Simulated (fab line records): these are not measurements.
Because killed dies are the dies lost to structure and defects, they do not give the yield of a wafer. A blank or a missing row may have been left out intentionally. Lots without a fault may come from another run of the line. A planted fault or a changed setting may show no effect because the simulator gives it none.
Matching of chambers	flow nand_harc	NHARC_A_WL_FILL_CMP_12 on cmp-01: 4 sister chambers
The step polishes, t overpolish 30 s, target thk 100 nm. 8 wafers are shown with their chamber, then 8 later ones without.

== WAFERS PAIRED WITH THEIR CHAMBERS ==
wafer	chamber	motor_current_A (A)	time_to_endpoint_s (s)
L083.2	0	12.4	21.2
L084.5	0	12.4	24.6
L086.5	2	10.5	23.5
L086.6	1	12.1	23.9
L088.3	3	11.8	20.2
L088.5	2	11.0	18.8
L088.6	1	11.4	21.7
L091.1	3	12.0	18.9

== WAFERS WHOSE CHAMBER IS MISSING ==
wafer	motor_current_A (A)	time_to_endpoint_s (s)
L091.3	12.3	19.7
L091.5	12.0	17.9
L090.1	11.8	19.6
L090.2	11.7	19.8
L090.6	11.8	23.3
L094.2	12.5	22.6
L094.4	10.9	19.8
L094.5	12.5	23.2

== EACH ONE'S CHAMBER ==
wafer	from the rows above	in truth
L091.3	can't be placed: 3 or 0 or 1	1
L091.5	can't be placed: 3 or 1 or 0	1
L090.1	can't be placed: 3 or 1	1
L090.2	can't be placed: 3 or 1 or 0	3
L090.6	can't be placed: 1 or 3 or 0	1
L094.2	0	0
L094.4	2	2
L094.5	0	0
Correctly placed: 3 of 8. Cannot be placed on the basis of these rows: 5; the candidates contain the true chamber in 5. Placed wrongly: 0.
How it was worked out, from the rows above alone: a wafer's distance from a chamber is the root of the sum, over the readings, of the square of ((its reading less the chamber's mean) divided by the reading's scatter). The wafer belongs to the nearest chamber; if the next one is less than 2 further off, it can't be placed. The mean given for a chamber averages the wafers shown for that chamber. The scatter: take each reading less its chamber's mean, square it, sum over the shown wafers, divide by the number of wafers less the number of chambers, and take the root.
